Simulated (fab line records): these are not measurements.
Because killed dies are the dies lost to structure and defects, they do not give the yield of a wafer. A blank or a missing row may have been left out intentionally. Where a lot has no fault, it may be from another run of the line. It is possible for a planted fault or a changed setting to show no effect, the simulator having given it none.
Chamber matching / flow nandHarc / 3 sister chambers for NHARC_A_STAIRCASE_DEP_301 on pecvd-03
The step deposits SiON, target thk 30 nm. 18 wafers are shown with their chamber, then 9 later ones without.

## WAFERS, EACH WITH ITS CHAMBER
wafer=L074.2; chamber=2; heaterPowerW (W)=614
wafer=L074.4; chamber=1; heaterPowerW (W)=837
wafer=L074.6; chamber=0; heaterPowerW (W)=748
wafer=L076.1; chamber=2; heaterPowerW (W)=556
wafer=L076.2; chamber=0; heaterPowerW (W)=732
wafer=L076.6; chamber=0; heaterPowerW (W)=724
wafer=L081.2; chamber=2; heaterPowerW (W)=493
wafer=L081.4; chamber=2; heaterPowerW (W)=494
wafer=L081.6; chamber=1; heaterPowerW (W)=699
wafer=L083.2; chamber=1; heaterPowerW (W)=792
wafer=L083.5; chamber=1; heaterPowerW (W)=796
wafer=L083.6; chamber=0; heaterPowerW (W)=775
wafer=L087.1; chamber=1; heaterPowerW (W)=703
wafer=L087.5; chamber=0; heaterPowerW (W)=805
wafer=L087.6; chamber=1; heaterPowerW (W)=706
wafer=L088.1; chamber=0; heaterPowerW (W)=796
wafer=L088.3; chamber=1; heaterPowerW (W)=786
wafer=L088.6; chamber=0; heaterPowerW (W)=778

SIGNATURES (means of the wafers above)
reading=heaterPowerW; chamber 0=765.43; chamber 1=759.86; chamber 2=539.25; scatter within a chamber=48.1
Rule: a wafer lies at a distance from a chamber equal to the root of the sum of squares, over the readings, of (its reading less the chamber's mean, divided by the reading's scatter). The wafer belongs to the nearest chamber; if the next one is less than 2 further off, it can't be placed. How the scatter is found: for the shown wafers, subtract from each reading the mean of its chamber, square and add these, divide the total by (wafers less chambers), then take the root.

## WAFERS WITHOUT THEIR CHAMBER
wafer=L094.2; heaterPowerW (W)=576
wafer=L094.5; heaterPowerW (W)=713
wafer=L094.6; heaterPowerW (W)=815
wafer=L093.1; heaterPowerW (W)=793
wafer=L093.2; heaterPowerW (W)=584
wafer=L093.6; heaterPowerW (W)=770
wafer=L097.3; heaterPowerW (W)=743
wafer=L097.4; heaterPowerW (W)=779
wafer=L097.6; heaterPowerW (W)=754

## WHICH CHAMBER EACH WENT THROUGH
wafer=L094.2; from the rows above=2; in truth=2
wafer=L094.5; from the rows above=can't be placed: 1 or 0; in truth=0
wafer=L094.6; from the rows above=can't be placed: 0 or 1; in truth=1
wafer=L093.1; from the rows above=can't be placed: 0 or 1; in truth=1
wafer=L093.2; from the rows above=2; in truth=2
wafer=L093.6; from the rows above=can't be placed: 0 or 1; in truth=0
wafer=L097.3; from the rows above=can't be placed: 1 or 0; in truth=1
wafer=L097.4; from the rows above=can't be placed: 0 or 1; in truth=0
wafer=L097.6; from the rows above=can't be placed: 1 or 0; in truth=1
Correctly placed: 2 of 9. Not placeable from these rows: 7 (in 7, the candidates include the true chamber). Number placed wrongly: 0.
